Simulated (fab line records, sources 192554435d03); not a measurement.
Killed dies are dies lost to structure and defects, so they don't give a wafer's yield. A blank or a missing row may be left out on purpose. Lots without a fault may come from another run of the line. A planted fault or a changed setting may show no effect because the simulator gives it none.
A struck lot beside a sound one | flow n5_finfet | 16 steps out of a route of 1938
Sound: wafers L566.2, L566.4, L566.5. Struck: wafer L569.4. (L569.2, L569.6 of the same lot were not struck and are left out.) The cause comes at the end.
At each step with rows: each side's tool, then ch and its chambers, then its first start. Under that, the readings that differ: sound wafers | struck wafers | difference of the means | sigmas: that difference in standard deviations of wafers without a fault.
alike: readings whose means differ by less than 2 such deviations, and words and numbers that are the same on both sides. not compared: withheld readings, readings that some wafer has no value for, bounds like >300 that may hide the same value, and numbers for which the record gives no deviation and whose values overlap.
The two part at a step that has a row with sigmas, a row that says differs or no value, or rows on one side only. Numbers that don't overlap but have no deviation are shown without sigmas and don't part them. A reading that every wafer of one side lacks parts them only if that side has two wafers or more.

first, 7 steps without rows for these wafers: N5_BEOL_M1_COAT_73 (time 60 s, resist thk 5 nm); N5_BEOL_M1_COAT_05 (resist thk 30 nm); N5_BEOL_M1_EBR_07; N5_BEOL_M1_SOFTBAKE_06 (time 60 s); N5_BEOL_M1_EXPOSE_08 (exposes mask M1); N5_BEOL_M1_PEB_09 (peb time 60 s); N5_BEOL_M1_DEVELOP_10 (develop time 30 s).
N5_BEOL_M1_CD_MEAS_11: target cd 17.05 nm.
  sound on cd_sem-02 ch 0, day 6 19:22; struck on cd_sem-02 ch 0, day 7 17:21
  alike: cd_nm
N5_BEOL_M1_OVL_MEAS_12:
  sound on overlay-02 ch 0, day 6 19:25; struck on overlay-02 ch 0, day 7 17:23
  alike: M1_OVL
N5_BEOL_M1_INSPECT_13: inspects for defects (brightfield).
  sound on defect_inspect-02, day 6 19:28; struck on defect_inspect-02, day 7 17:26
  alike: raw_defect_count
N5_BEOL_M1_DESCUM_16: chemistry O2, time 7 s.
  sound on rie_diel-01 ch 2,3, day 6 19:29; struck on rie_diel-03 ch 3, day 7 17:30
  reading                         | sound          | struck | difference | sigmas
  drypump_motor_current_A (A)     | 5.4 6.3 5.4    | 6.6    | +0.9       | +2
  showerhead_plenum_p_Torr (Torr) | 2.12 2.04 2.12 | 2.23   | +0.14      | +2
  alike: oes_product_au, rf_fwd_power_W, rf_vpp_V, throttle_valve_pct
  not compared: rf_hours_counter_h
N5_BEOL_M1_ETCH_74: etches underlayer in N2/H2, target depth 6.5 nm, time 5.2 s.
  sound on rie_diel-01 ch 2,3, day 6 19:32; struck on rie_diel-03 ch 3, day 7 17:32
  reading                     | sound          | struck | difference | sigmas
  drypump_motor_current_A (A) | 5.4 6.4 5.4    | 6.6    | +0.9       | +2
  etch_rf_on_time_s (s)       | 5.03 5.37 4.96 | 5.53   | +0.41      | +2
  alike: oes_product_au, rf_fwd_power_W, rf_vpp_V, showerhead_plenum_p_Torr, throttle_valve_pct
  not compared: rf_hours_counter_h
N5_BEOL_M1_ETCH_63: etches SiARC in CF4, target depth 15.6 nm, time 26 s.
  sound on rie_diel-01 ch 2,3, day 6 19:32; struck on rie_diel-03 ch 3, day 7 17:33
  reading                     | sound             | struck | difference | sigmas
  drypump_motor_current_A (A) | 5.4 6.3 5.4       | 6.6    | +0.9       | +2
  etch_rf_on_time_s (s)       | 25.0 27.1 25.3    | 19.6   | -6.2       | -7
  oes_product_au (a.u.)       | 0.76 0.58 0.76    | 0.92   | +0.22      | +3
  rf_vpp_V (V)                | 185.1 182.8 184.4 | 186.3  | +2.2       | +2
  alike: rf_fwd_power_W, showerhead_plenum_p_Torr, throttle_valve_pct
  not compared: rf_hours_counter_h
N5_BEOL_M1_ETCH_64: etches SOC in N2/H2, target depth 75 nm, overetch 15 nm, time 112.5 s.
  sound on rie_diel-01 ch 2,3, day 6 19:34; struck on rie_diel-03 ch 3, day 7 17:35
  reading                     | sound       | struck | difference | sigmas
  drypump_motor_current_A (A) | 5.4 6.4 5.4 | 6.6    | +0.9       | +2
  alike: oes_product_au, rf_fwd_power_W, rf_vpp_V, showerhead_plenum_p_Torr, throttle_valve_pct
  not compared: rf_hours_counter_h
N5_BEOL_M4_RC_MEAS_101:
  sound on prober-01 ch 0, day 9 05:19; struck on prober-02 ch 0, day 9 13:18
  alike: DIBL_N, DIBL_P, IOFF_N, IOFF_P, ION_N, ION_P, SS_N, SS_P, VT_N, VT_P
N5_PASSIVATION_PROBE_49:
  the record has rows for the sound wafers here (prober-02, day 13 18:27) and none for the struck ones

WHERE THEY PART
First at N5_BEOL_M1_DESCUM_16; last, within this record, at N5_PASSIVATION_PROBE_49.

WHY: what the simulator had put in
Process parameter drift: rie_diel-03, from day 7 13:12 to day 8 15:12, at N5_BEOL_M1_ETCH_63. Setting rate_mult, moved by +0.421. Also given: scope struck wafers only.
